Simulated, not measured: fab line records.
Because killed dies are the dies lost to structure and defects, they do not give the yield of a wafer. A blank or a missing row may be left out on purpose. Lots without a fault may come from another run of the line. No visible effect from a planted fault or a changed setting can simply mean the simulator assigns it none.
Struck lot and sound lot, side by side | flow nand harc | 25 steps out of a route of 1302
Sound: wafers L338.2, L338.3, L338.6. Wafers struck: L328.2, L328.4, L328.6. Last of all comes the cause.
For every step that has rows: the tool of each side, followed by ch and its chambers, followed by its first start. Under that, the readings that differ: sound wafers | struck wafers | difference of the means | sigmas: that difference in standard deviations of wafers without a fault.
alike: readings with means less than 2 such deviations apart, plus words and numbers identical on both sides. not compared: withheld readings, readings lacking a value on some wafer, bounds such as >300 that could conceal the same value, and numbers that have no deviation in the record and whose values overlap.
A row with sigmas, a row that says differs or no value, or rows on one side alone: a step with any of these is where the two part. Numbers that don't overlap but have no deviation are shown without sigmas and don't part them. A reading that every wafer of one side lacks parts them only if that side has two wafers or more.

first, 8 steps without rows for these wafers: NHARC_A_CHANNEL_HOLE_D1_DEVELOP_09 (develop time 35 s); NHARC_A_CHANNEL_HOLE_D1_DESCUM_15 (chemistry O2, time 3 s); NHARC_A_CHANNEL_HOLE_D1_ETCH_38 (etches the open film in CF4, target depth 39 nm, time 65 s); NHARC_A_CHANNEL_HOLE_D1_ETCH_39 (etches the open film in N2/H2, target depth 260 nm, time 325 s); NHARC_A_CHANNEL_HOLE_D1_ETCH_34 (etches the open film in CF4/CHF3, target depth 154 nm, time 77 s); NHARC_A_CHANNEL_HOLE_D1_ETCH_16 (etches the open film in O2/COS, target depth 3100 nm, time 806 s); NHARC_A_CHANNEL_HOLE_D1_ETCH_19 (etches the open film in C4F8/O2/Ar, time 34.5 s); NHARC_A_CHANNEL_HOLE_D1_ETCH_20 (etches the open film in C4F8/O2/Ar, time 361.9 s, target depth 1600 nm).
NHARC_A_CHANNEL_HOLE_D1_ETCH_21: etches the open film in C4F8/O2/Ar, time 514.3 s, target depth 1600 nm.
  sound on har etch-01 ch 0,1, day 16 22:36; struck on har etch-01 ch 1, day 13 04:05
  no value came back on the struck wafers for any of 6 readings (c4f8 flow sccm (sccm), chamber pressure mTorr (mTorr) and others); on the sound wafers c4f8 flow sccm (sccm) reads 89.02 88.95 89.19
  not compared: rf hours counter h
then, 9 steps without rows for these wafers: NHARC_A_CHANNEL_HOLE_D1_ETCH_22 (etches the open film in C4F8/O2/Ar, time 666.7 s, target depth 1600 nm); NHARC_A_CHANNEL_HOLE_D1_ETCH_23 (etches the open film in C4F8/O2/Ar, time 819 s, target depth 1600 nm); NHARC_A_CHANNEL_HOLE_D1_ETCH_24 (etches the open film in C4F8/O2/Ar, time 906.2 s, target depth 1500 nm); NHARC_A_CHANNEL_HOLE_D1_ETCH_25 (etches the open film in C4F8/O2/Ar, time 1040.2 s, target depth 1500 nm); NHARC_A_CHANNEL_HOLE_D1_ETCH_26 (etches the open film in C4F8/O2/Ar, time 224.1 s, target depth 300 nm); NHARC_A_CHANNEL_HOLE_D1_ETCH_33 (etches the open film in C4F8/O2/Ar, time 90 s, target depth 400 nm); NHARC_A_CHANNEL_HOLE_D1_STRIP_41 (strips in N2/H2); NHARC_A_CHANNEL_HOLE_D1_STRIP_42 (strips in CF4/CHF3); NHARC_A_CHANNEL_HOLE_D1_STRIP_43 (strips in O2/COS).
NHARC_A_CHANNEL_HOLE_D1_ETCH_44: etches the open film in CF4/O2, target depth 140 nm, overetch 14 nm, time 77 s.
  sound on rie diel-09 ch 0,2, day 17 02:52; struck on rie diel-09 ch 2,3, day 13 08:19
  reading                            | sound             | struck          | difference | sigmas
  model.A_CHANNEL_HOLE_D1.cd nm (nm) | 90.32 90.67 91.24 | 99.81 99.08 101 | +9.22      |
  alike: bias w, cf4 flow sccm, drypump motor current A, o2 flow sccm, oes product au, rf vpp V, showerhead plenum p Torr, throttle valve pct
  not compared: rf hours counter h
then, 3 steps without rows for these wafers: NHARC_A_CHANNEL_HOLE_D1_STRIP_27 (strips in O2); NHARC_A_CHANNEL_HOLE_D1_PRECLEAN_28 (cleans in SC1); NHARC_A_CHANNEL_HOLE_D1_SRD_29.
NHARC_A_CHANNEL_HOLE_D1_CD_MEAS_30:
  sound on cd sem-03, day 17 03:41; struck on cd sem-02, day 13 09:06
  reading    | sound          | struck      | difference | sigmas
  cd nm (nm) | 89.9 90.9 91.2 | 0.5 1.1 1.1 | -89.8      | -82
NHARC_A_CHANNEL_HOLE_D1_XSEM_31:
  sound on xsem-02 ch 0, day 17 03:46; struck on xsem-01 ch 0, day 13 09:12
  reading        | sound          | struck      | difference | sigmas
  bot cd nm (nm) | 74.0 74.7 74.4 | 0.6 1.4 1.3 | -73.3      | -61
  bow nm (nm)    | 8.7 8.7 8.7    | 0.4 0.4 0.4 | -8.3       | -26
  alike: tilt deg
-- record jumps: 16 days between struck wafers' starts before vs after; left off in module A_CHANNEL_HOLE_D1, resumes in module END, first step shown is number 1302 of the route --
NHARC_END_SORT_01:
  sound on prober-01 ch 0, day 32 10:35; struck on prober-02 ch 0, day 29 13:30
  reading         | sound    | struck      | difference | sigmas
  killed at array | 50 61 63 | 671 676 672 | +615       | +31
  killed dies     | 52 65 64 | 677 677 677 | +617       | +29
  alike: killed at other, killed at periphery, killed open, killed short

== WHERE THEY PART ==
Earliest at NHARC_A_CHANNEL_HOLE_D1_ETCH_21; latest, in this record, at NHARC_END_SORT_01.

WHY: what had been put in by the simulator
At NHARC_A_CHANNEL_HOLE_D1_ETCH_21, the step was skipped entirely on har etch-01 from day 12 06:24 on. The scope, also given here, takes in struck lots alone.
